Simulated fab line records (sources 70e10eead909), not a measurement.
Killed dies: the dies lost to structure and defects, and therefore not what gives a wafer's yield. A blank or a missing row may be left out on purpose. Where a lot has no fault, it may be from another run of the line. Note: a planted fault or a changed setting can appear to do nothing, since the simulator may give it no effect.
What tool caused it? | flow nandHarc | 33 wafers from 11 lots sampled at 2 of the route's 1159 steps

## WHAT THE GAUGES SHOWED, per wafer
NHARC_P_GATE_OVL_MEAS_27.
lot  | measured     | on         | overlayXNm (nm)
L075 | day 5 01:32  | overlay-02 | 1.5 0.7 1.2
L077 | day 5 10:03  | overlay-01 | 0.3 -0.2 -0.1
L079 | day 5 23:04  | overlay-01 | -0.7 -0.2 0.1
L081 | day 6 12:25  | overlay-01 | -0.7 -0.1 -0.4
L083 | day 7 00:28  | overlay-01 | -0.9 -0.9 -0.9
L085 | day 8 00:58  | overlay-01 | 0.7 -0.1 0.5
L087 | day 8 02:24  | overlay-01 | -0.2 0.0 0.3
L089 | day 8 15:16  | overlay-01 | -0.5 -0.3 -0.7
L091 | day 9 00:11  | overlay-02 | -0.9 -1.1 -1.0
L094 | day 9 15:14  | overlay-02 | 0.0 -0.1 -0.3
L096 | day 10 04:16 | overlay-01 | 0.5 0.0 0.4

## WHAT TOOL EACH LOT RAN ON (gives the tool, then ch and the chambers of the sampled wafers, and finally the start)
lot  | NHARC_P_ZERO_WELL_ETCH_65
L075 | rieDiel-10 ch 0,2,3, day 1 19:25
L077 | rieDiel-01 ch 1,2,3, day 2 07:22
L079 | rieDiel-10 ch 1,2, day 2 19:35
L081 | rieDiel-01 ch 0,1,3, day 3 07:29
L083 | rieDiel-02 ch 0,3, day 3 19:39
L085 | rieDiel-10 ch 1,2, day 4 07:33
L087 | rieDiel-02 ch 1,2,3, day 4 19:31
L089 | rieDiel-02 ch 0,3, day 5 07:29
L091 | rieDiel-01 ch 0,2, day 5 19:31
L094 | rieDiel-01 ch 0,3, day 6 13:22
L096 | rieDiel-10 ch 1,2, day 7 01:22
- NHARC_P_ZERO_WELL_ETCH_65: etches the open film in N2/H2, target depth 80 nm, overetch 24 nm, time 87.88 s.

## THE ANSWER, worked out from the rows above alone
Rule: the usual values come from the lots themselves. Put in order of their means at a reading, lots are off if they are a third of the lots or fewer, leave a main group of 4 or more, and stand apart from it by a gap of 3 or more times the standard deviation of the main group's means; of several such gaps the widest counts. A main group is skipped when, at the precision printed for the reading in the tables above, its means are all equal. Also off: a lot with no number at a reading for which 4 or more lots have one. Where the step has rows for the other lots, those lots are counted as sound.
Nothing can be told from this: no lot is off at any reading shown.

## WHAT HAD BEEN PUT IN BY THE SIMULATOR
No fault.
